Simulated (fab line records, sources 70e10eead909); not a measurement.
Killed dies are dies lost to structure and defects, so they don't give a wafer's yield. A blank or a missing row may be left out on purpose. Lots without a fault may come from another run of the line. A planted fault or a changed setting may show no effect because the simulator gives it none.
A struck lot beside a sound one | flow nand_harc | 14 steps out of a route of 1302
Sound: wafers L268.2, L268.3, L268.5. Struck: wafers L275.1, L275.2, L275.3. The cause comes at the end.
At each step with rows: each side's tool, then ch and its chambers, then its first start. Under that, the readings that differ: sound wafers | struck wafers | difference of the means | sigmas: that difference in standard deviations of wafers without a fault.
alike: readings whose means differ by less than 2 such deviations, and words and numbers that are the same on both sides. not compared: withheld readings, readings that some wafer has no value for, bounds like >300 that may hide the same value, and numbers for which the record gives no deviation and whose values overlap.
The two part at a step that has a row with sigmas, a row that says differs or no value, or rows on one side only. Numbers that don't overlap but have no deviation are shown without sigmas and don't part them. A reading that every wafer of one side lacks parts them only if that side has two wafers or more.

NHARC_P_GATE_STRIP_95: strips in O2.
  sound on plasma_asher-02 ch 0,1, day 9 08:26; struck on plasma_asher-01 ch 0,1, day 12 01:35
  alike: drypump_motor_current_A, heater_power_w
  not compared: rf_hours_counter_h
then, 1 step without rows for these wafers: NHARC_P_GATE_STRIP_96 (strips in SPM, time 900 s).
NHARC_P_GATE_RTA_64: time 1 s.
  sound on rtp_anneal-01 ch 0, day 9 09:01; struck on rtp_anneal-01 ch 0, day 12 02:11
  alike: anneal_temp_c_max, lamp_power_pct, lamp_zone_4_pct, wafer_temp_C_max
then, 1 step without rows for these wafers: NHARC_P_GATE_ETCH_77 (etches SiO2 in dHF, target depth 6 nm).
NHARC_P_GATE_DEGAS_109: time 60 s.
  sound on pvd_sputter-02, day 9 09:18; struck on pvd_sputter-03, day 12 02:30
  alike: heater_power_w
then, 3 steps without rows for these wafers: NHARC_P_GATE_PRE_CLEAN_110 (time 30 s); NHARC_P_GATE_SPUTTER_78 (material Ni, target thk 10 nm); NHARC_P_GATE_SPUTTER_79 (material TiN, target thk 10 nm).
NHARC_P_GATE_RTA_80: time 30 s.
  sound on rtp_anneal-02 ch 0, day 9 09:37; struck on rtp_anneal-01 ch 0, day 12 02:47
  reading          | sound             | struck            | difference | sigmas
  wafer_temp_C_max | 301.3 301.2 301.9 | 300.6 300.5 300.7 | -0.9       | -2
  alike: anneal_temp_c_max
then, 2 steps without rows for these wafers: NHARC_P_GATE_STRIP_67 (strips in SPM, time 600 s); NHARC_P_GATE_RTA_82 (time 30 s).
NHARC_P_GATE_INSPECT_68:
  sound on defect_inspect-02, day 9 10:14; struck on defect_inspect-01, day 12 03:27
  alike: raw_defect_count
NHARC_P_CONTACT_DEP_30: deposits SiNx, target thk 30 nm.
  sound on pecvd-02 ch 0,1,2, day 9 10:21; struck on pecvd-01 ch 0,1,2, day 12 03:31
  no value came back on the struck wafers for heater_power_outer_w (W), heater_power_w (W); on the sound wafers heater_power_outer_w (W) reads 463 453 415
NHARC_P_CONTACT_DEP_00: deposits SiO2, target thk 500 nm.
  sound on pecvd-02 ch 0,1,2; struck on pecvd-01 ch 0,1,2, day 12 03:45
  alike: chamber_pressure_Torr, heater_power_outer_w, heater_power_w, throttle_valve_pct

WHERE THEY PART
First at NHARC_P_GATE_RTA_80; last, within this record, at NHARC_P_CONTACT_DEP_30. Later steps at which nothing parts them and some readings are alike: NHARC_P_CONTACT_DEP_00.

WHY: what the simulator had put in
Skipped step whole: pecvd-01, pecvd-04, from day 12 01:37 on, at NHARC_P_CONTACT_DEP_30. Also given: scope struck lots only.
